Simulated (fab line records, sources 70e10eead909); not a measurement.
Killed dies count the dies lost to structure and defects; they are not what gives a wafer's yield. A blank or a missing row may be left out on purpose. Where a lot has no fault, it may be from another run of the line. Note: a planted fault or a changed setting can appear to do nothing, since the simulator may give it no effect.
2 desks, one fault | flow nand harc | each desk holds nothing but its own numbers, with what lay behind them at the end

## AT THE TOOL OWNER'S DESK: rie diel-12
The tool's own readings at NHARC_A_CONTACT_ETCH_106 (etches the open film in CF4/O2, target depth 90 nm, overetch 9 nm, time 49.5 s): means of the sampled wafers that have a number, for each lot that ran on this tool. Any lot whose mean is over 4 standard deviations away from the usual mean is out of limits and marked OUT; that distance is given in the brackets.
Columns: A = cf4 flow sccm at NHARC_A_CONTACT_ETCH_106, usual 79.99 sccm; B = drypump motor current A at NHARC_A_CONTACT_ETCH_106, usual 6.2 A; C = oes product au at NHARC_A_CONTACT_ETCH_106, usual 1.002 a.u.; D = rf vpp V at NHARC_A_CONTACT_ETCH_106, usual 197.5 V; E = run length s at NHARC_A_CONTACT_ETCH_106, usual 70.6 s; F = showerhead plenum p Torr at NHARC_A_CONTACT_ETCH_106, usual 1.32 Torr; G = throttle valve pct at NHARC_A_CONTACT_ETCH_106, usual 13.398 %
lot  | first seen here | A     | B   | C     | D     | E    | F    | G
L123 | day 23 13:09    | 79.93 | 6.0 | 1.011 | 196.9 | 70.3 | 1.29 | 13.404
L125 | day 24 21:46    | 80.32 | 6.4 | 1.008 | 197.1 | 69.5 | 1.29 | 13.391
L127 | day 25 14:09    | 80.16 | 6.4 | 1.004 | 197.6 | 69.4 | 1.29 | 13.401
L135 | day 28 04:16    | 79.70 | 5.7 | 0.990 | 197.5 | 70.3 | 1.29 | 13.398
L134 | day 28 09:35    | 79.88 | 6.7 | 0.991 | 197.6 | 71.0 | 1.30 | 13.401
L137 | day 29 10:04    | 79.81 | 6.0 | 0.987 | 197.4 | 70.8 | 1.31 | 13.401
L136 | day 29 19:51    | 79.67 | 5.9 | 0.991 | 198.3 | 70.9 | 1.33 | 13.398
Finding of this desk: none of the 7 lots has anything out of limits.

## FROM THE METROLOGY DESK
What the gauges read for every lot (on any tool): the sampled wafers with a number, averaged. Any lot whose mean is over 4 standard deviations away from the usual mean is out of limits and marked OUT; that distance is given in the brackets.
Columns: A = cd nm at NHARC_A_CONTACT_CD_MEAS_80, usual 289.5 nm
lot  | first seen here | A
L120 | day 22 10:47    | 288.5
L123 | day 23 12:51    | 289.5
L125 | day 24 21:11    | 289.6
L127 | day 25 13:52    | 288.3
L129 | day 26 11:56    | 289.3
L135 | day 28 03:58    | 290.1
L134 | day 28 09:15    | 290.3
L137 | day 29 09:47    | 289.3
L136 | day 29 18:19    | 289.4
L138 | day 30 11:23    | 289.2
L140 | day 31 01:29    | 290.2
L141 | day 31 17:27    | 289.5
L142 | day 32 12:02    | 289.3
Finding of this desk: none of the 13 lots has anything out of limits.

## BROUGHT TOGETHER
Nothing out of limits was seen by the tool owner's desk.
Nothing out of limits was seen by the metrology desk.

## WHAT WAS PUT IN BY THE SIMULATOR
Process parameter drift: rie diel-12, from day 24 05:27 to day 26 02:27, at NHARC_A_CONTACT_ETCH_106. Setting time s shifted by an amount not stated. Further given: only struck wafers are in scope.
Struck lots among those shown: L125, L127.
